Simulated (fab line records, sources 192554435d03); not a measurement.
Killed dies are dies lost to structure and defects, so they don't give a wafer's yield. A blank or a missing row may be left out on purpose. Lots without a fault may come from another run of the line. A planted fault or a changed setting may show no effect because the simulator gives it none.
Split-lot experiment | flow n5_finfet | 7 lots, 21 wafers read, on a route of 1938 steps

THE SPLIT
At N5_BEOL_M4_DESCUM_16 (chemistry O2, time 7 s), the setting time_s was moved away from the recipe's 7 s on 5 of the 21 wafers read, by -18.4% to +10.4%. The other wafers ran this setting at the recipe's value.

FROM THE SPLIT TO THE READING: what the file shows between them, 1 step
- N5_BEOL_M4_ETCH_74: etches underlayer in N2/H2, target depth 6.5 nm, time 5.2 s

THE READING
CAR-EUV_of_BEOL_M4_COAT_05.thk_nm (the simulator's own value, which no gauge read), in nm, at N5_BEOL_M4_ETCH_63 (etches SiARC in CF4, target depth 15.6 nm, time 26 s). The file gives no usual value for it. The 16 wafers here that ran the recipe average 11.1 nm, standard deviation 0.097 nm.

wafer  | tool, chamber at the split | time_s as run, s | against the recipe | CAR-EUV_of_BEOL_M4_COAT_05.thk_nm, nm | against lot-mates on the recipe
L074.4 | rie_diel-03, 3,0,2         | 7                | recipe             | 11                                    | -
L074.5 | rie_diel-03, 3,0,2         | 7                | recipe             | 11                                    | -
L074.6 | rie_diel-03, 3,0,2         | 7                | recipe             | 11                                    | -
L081.1 | rie_diel-01, 2,3,0         | 7                | recipe             | 11.2                                  | -
L081.5 | rie_diel-01, 2,3,0         | 7                | recipe             | 11.2                                  | -
L081.6 | rie_diel-01, 2,3,0         | 7                | recipe             | 11                                    | -
L084.2 | rie_diel-01, 0             | 7.725            | +10.4%             | 10.6                                  | -0.4
L084.4 | rie_diel-01, 2             | 7                | recipe             | 11                                    | -
L084.6 | rie_diel-01, 0             | 7.725            | +10.4%             | 10.8                                  | -0.2
L086.2 | rie_diel-01, 1             | 7                | recipe             | 11.2                                  | -
L086.3 | rie_diel-01, 0             | 7                | recipe             | 11.2                                  | -
L086.4 | rie_diel-01, 1             | 7                | recipe             | 11.2                                  | -
L088.2 | rie_diel-04, 1             | 7                | recipe             | 11.2                                  | -
L088.6 | rie_diel-04, 1             | 7                | recipe             | 11.2                                  | -
L088.4 | rie_diel-04, 0             | 6.518            | -6.9%              | 11.4                                  | +0.2
L093.1 | rie_diel-04, 0             | 5.712            | -18.4%             | 11.6                                  | +0.4
L093.2 | rie_diel-04, 1,2           | 7                | recipe             | 11.2                                  | -
L093.3 | rie_diel-04, 1,2           | 7                | recipe             | 11.2                                  | -
L094.2 | rie_diel-03, 2,1           | 7                | recipe             | 11.2                                  | -
L094.3 | rie_diel-03, 1             | 5.97             | -14.7%             | 11.6                                  | +0.5
L094.4 | rie_diel-03, 2,1           | 7                | recipe             | 11                                    | -
Where a row lists several chambers, the file gives one row for several wafers and doesn't say which wafer went through which chamber.

THE FIT
A straight line over all 21 wafers: CAR-EUV_of_BEOL_M4_COAT_05.thk_nm changes by -0.0326 nm for each +1% of time_s; r = -0.90; the points scatter about the line by 0.1 nm.
The same after taking each lot's own level away (the mean of its wafers on the recipe; 21 wafers): -0.0273 nm for each +1%; r = -0.93; scatter 0.068 nm.
On that fit, the largest move of time_s shifts the reading by 0.5 nm.
The lots' own levels span 11.00 to 11.20 nm, that is 2.1 times the standard deviation above.
So the lot-to-lot level changes the slope: the two fits differ.
Check: with one of the wafers moved furthest among these (-18.4%) left out of the fit, the line predicts +0.578 nm for it against its lot-mates. It came out at +0.4 nm against them.

OTHER SPLITS ON THESE WAFERS
These wafers also went through other splits before the reading. Each is held against what the fit with the lots' levels taken away leaves over:
other split on the same wafers | wafers away from the commonest value | r with CAR-EUV_of_BEOL_M4_COAT_05.thk_nm (lot level and that fit taken away)
N5_BEOL_M2_ETCH_69 bias_w      | 9                                    | -0.02
N5_BEOL_M3_COAT_67 spin_rpm    | 4                                    | +0.26
N5_BEOL_M3_COAT_76 spin_rpm    | 4                                    | +0.41

THE WHOLE CHAIN: every reading that the file lists as answering this split, in the file's order
step                 | what it does                                                | reading                                                                            | change (the file's fit)                | r (the file's)
N5_BEOL_M4_DESCUM_16 | chemistry O2, time 7 s                                      | CAR-EUV_of_BEOL_M4_COAT_05.thk_nm (the simulator's own value, which no gauge read) | -0.0306 nm for each +1% of the setting | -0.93
N5_BEOL_M4_ETCH_74   | etches underlayer in N2/H2, target depth 6.5 nm, time 5.2 s | CAR-EUV_of_BEOL_M4_COAT_05.thk_nm (the simulator's own value, which no gauge read) | -0.0255 nm for each +1% of the setting | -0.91
N5_BEOL_M4_ETCH_63   | etches SiARC in CF4, target depth 15.6 nm, time 26 s        | CAR-EUV_of_BEOL_M4_COAT_05.thk_nm (the simulator's own value, which no gauge read) | -0.0271 nm for each +1% of the setting | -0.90

THE FILE'S OWN FIT
CAR-EUV_of_BEOL_M4_COAT_05.thk_nm changes by -0.0271 nm for each +1% of time_s, r = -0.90.
